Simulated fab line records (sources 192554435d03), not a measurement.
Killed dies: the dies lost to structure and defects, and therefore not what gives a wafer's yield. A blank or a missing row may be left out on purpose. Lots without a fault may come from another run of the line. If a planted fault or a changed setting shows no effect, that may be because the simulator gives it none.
Problem report in the 8D (eight disciplines) form, filled by code | flow n5-finfet | the parts of the form that need people (team, actions taken, sign-off) are left out

1. WHAT IS WRONG
thk-nm at N5_SD_EPI_N_EPI_MEAS_23 reads a mean of 75.4 nm on 1 wafer of 1 lot; wafers without a fault read 58.7 nm with a standard deviation of 1.3. That is +13 standard deviations from the usual mean.
First seen on wafer L980.6, day 5 16:27, on film-metro-01. The record holds 32 wafers of 11 lots with a number at this step. The rule behind "out" and "out of limits": a value lying over 4 standard deviations away from the usual mean. The rest of the wafers with a number are treated as sound.

2. WHAT IT IS, AND WHAT IT ISN'T
question                    | is               | is not
which readings at this step | thk-nm           | -
which lots                  | L980             | L970, L971, L972, L973, L978, L987, L990, L991, L992, L993
which wafers of those lots  | L980.6           | L980.2, L980.3
read on which gauges        | film-metro-01    | film-metro-02
when                        | from day 5 16:27 | up to then (16 sound wafers); but 15 sound wafers of L987, L990, L991, L992, L993 came after

3. WHAT RULES OUT EACH SUSPECT
Counting: a tool at a process step up to the reading stays a suspect if it ran every lot that is out. Sound lots after the first of them don't rule it out here, since some wafers of a struck lot are sound.
- the gauge at N5_SD_EPI_N_EPI_MEAS_23: kept. All the wafers that are out were read on film-metro-01, and no step on other tools shows them out.
- rie-diel-05 at N5_SD_EPI_N_DESCUM_14 (chemistry O2, time 7.9 s): kept. The lot that is out, L980, ran on it at day 5 12:19; the last sound lot it ran before that was L978, at day 5 00:56.
- rie-diel-05 at N5_SD_EPI_N_ETCH_16 (etches SiO2 in CHF3/O2, target depth 5 nm): kept. The lot that is out, L980, ran on it at day 5 12:56; the last sound lot it ran before that was L978, at day 5 01:33.
- epi-rpcvd-02 at N5_SD_EPI_N_EPI_21 (deposits Si:P, time 690 s): kept. The lot that is out, L980, ran on it at day 5 14:33; the last sound lot it ran before that was L972, at day 3 20:47.
Left after counting: rie-diel-05 at N5_SD_EPI_N_DESCUM_14, rie-diel-05 at N5_SD_EPI_N_ETCH_16, epi-rpcvd-02 at N5_SD_EPI_N_EPI_21, film-metro-01 at N5_SD_EPI_N_EPI_MEAS_23.

4. THE CAUSE (what the simulator had put in)
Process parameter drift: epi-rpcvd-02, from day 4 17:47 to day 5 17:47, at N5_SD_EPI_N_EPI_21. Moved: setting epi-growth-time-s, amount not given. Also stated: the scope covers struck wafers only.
Of the 4 suspects that counting leaves, this tool is one.

5. THE CHAIN OF EFFECTS, in route order
Each row: a reading whose mean over the struck wafers that have a number lies more than 3 standard deviations from the usual. Scope: only readings with a usual standard deviation given in the record; hours: median across lots of the time from each lot's start at the first step in this table that gives one to its start at this step; sigmas: change in usual standard deviations.
hours | step                    | reading | usual   | on struck wafers | change | sigmas
0     | N5_SD_EPI_N_EPI_MEAS_23 | thk-nm  | 58.7 nm | 75.4             | +16.7  | +13
Later steps that measure or inspect, where all struck wafers having a row at the step show a number for every such reading and not one has moved that far: N5_SD_EPI_P_CD_MEAS_09.

6. WHAT WOULD HAVE CAUGHT IT SOONER
Counted from the fault's start at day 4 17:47, it took 23 hours until the first out-of-limits reading at a measuring or inspecting step in this record, taken at day 5 16:27.
No tool reading at N5_SD_EPI_N_EPI_21 that has a usual standard deviation in the record was out on any struck wafer, so an alarm limit of 4 standard deviations on those readings would not have fired.
Each of the lots that are out, 1 in all, had begun N5_SD_EPI_N_EPI_21 on epi-rpcvd-02 no later than day 5 16:27. A hold on the tool at that time would have spared none of them.
